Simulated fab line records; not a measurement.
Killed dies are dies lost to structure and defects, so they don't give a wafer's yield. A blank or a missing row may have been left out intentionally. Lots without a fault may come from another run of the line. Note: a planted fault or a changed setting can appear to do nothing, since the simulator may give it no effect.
Commonality check across tools	flow nandHarc	6 wafers sampled across 2 lots

REASON FOR OPENING
Flagged at NHARC_END_SORT_01: reading killedAtPeriphery, on 1 of 2 lots. Fault-free wafers read 3.3, with a standard deviation of 2.1.
Rule: flag the lot when none of its wafers has a number, or when each of its wafers that has one lies beyond 4 standard deviations from that mean. The rest of the lots are taken to be sound.

lot	measured	on	killedAtPeriphery, wafer by wafer	flag
L255	day 22 06:39	prober-02	3 3 1	
L257	day 23 14:49	prober-01	652 649 654	FLAGGED
On average the flagged lots read 651.7, which is +648.4 against the usual, or +99 or more standard deviations.

WHICH TOOL EACH LOT WENT THROUGH
3 process steps preceding the reading are held in the record, out of 1159 steps in the route. In each cell: the tool, then ch and the chambers that the sampled wafers went through, then the start.
lot	flag	NHARC_P_ZERO_WELL_EXPOSE_34	NHARC_P_GATE_HM_OPEN_105	NHARC_P_GATE_ETCH_32
L255		krfScanner-04 ch 0, day 3 21:50	rieDiel-03 ch 0,2, day 7 05:48 or earlier	rieSi-01 ch 1,2, day 7 05:48
L257	FLAGGED	krfScanner-04 ch 0, day 4 09:52	no row	no row
What the steps here do:
- NHARC_P_ZERO_WELL_EXPOSE_34: exposes mask P PWELL, target cd 720 nm.
- NHARC_P_GATE_HM_OPEN_105: chemistry O2/COS, target depth 360 nm.
- NHARC_P_GATE_ETCH_32: etches the open film in HBr/Cl2, target depth 150 nm, time 100.1 s.
- NHARC_END_SORT_01

FLAGGED AGAINST TOTAL, ONE TOOL AT A TIME (gauges that did the reading follow at the end)
step	tool	lots run	flagged	share of the flagged lots	sound lots run after its first flagged lot
NHARC_P_ZERO_WELL_EXPOSE_34	krfScanner-04	2	1	all	0
NHARC_P_GATE_HM_OPEN_105	rieDiel-03	1	0	none	-
NHARC_P_GATE_ETCH_32	rieSi-01	1	0	none	-
NHARC_END_SORT_01	prober-01	1	1	all	0
NHARC_END_SORT_01	prober-02	1	0	none	-
With no start given for some of its lots, NHARC_P_GATE_HM_OPEN_105 uses the hours and lot order of NHARC_P_GATE_ETCH_32.

WHAT THE TABLE ALLOWS
Table rows that saw every flagged lot: 2, namely krfScanner-04 at NHARC_P_ZERO_WELL_EXPOSE_34 and prober-01 at NHARC_END_SORT_01.
- krfScanner-04 at NHARC_P_ZERO_WELL_EXPOSE_34: 1 of its 2 lots flagged. Its last sound lot is L255 (day 3 21:50), its first flagged lot L257 (day 4 09:52): a fault that began between those two fits.
- prober-01 at NHARC_END_SORT_01: 1 of its 1 lot flagged. The start can't be narrowed down: in this sample, it ran no sound lot prior to its first flagged lot.
Because each of these 2 tools fits a fault that began at some hour, counting lots does not separate them. More lots, or a look at what each step does to the wafer, might.

WHAT WAS PUT IN BY THE SIMULATOR
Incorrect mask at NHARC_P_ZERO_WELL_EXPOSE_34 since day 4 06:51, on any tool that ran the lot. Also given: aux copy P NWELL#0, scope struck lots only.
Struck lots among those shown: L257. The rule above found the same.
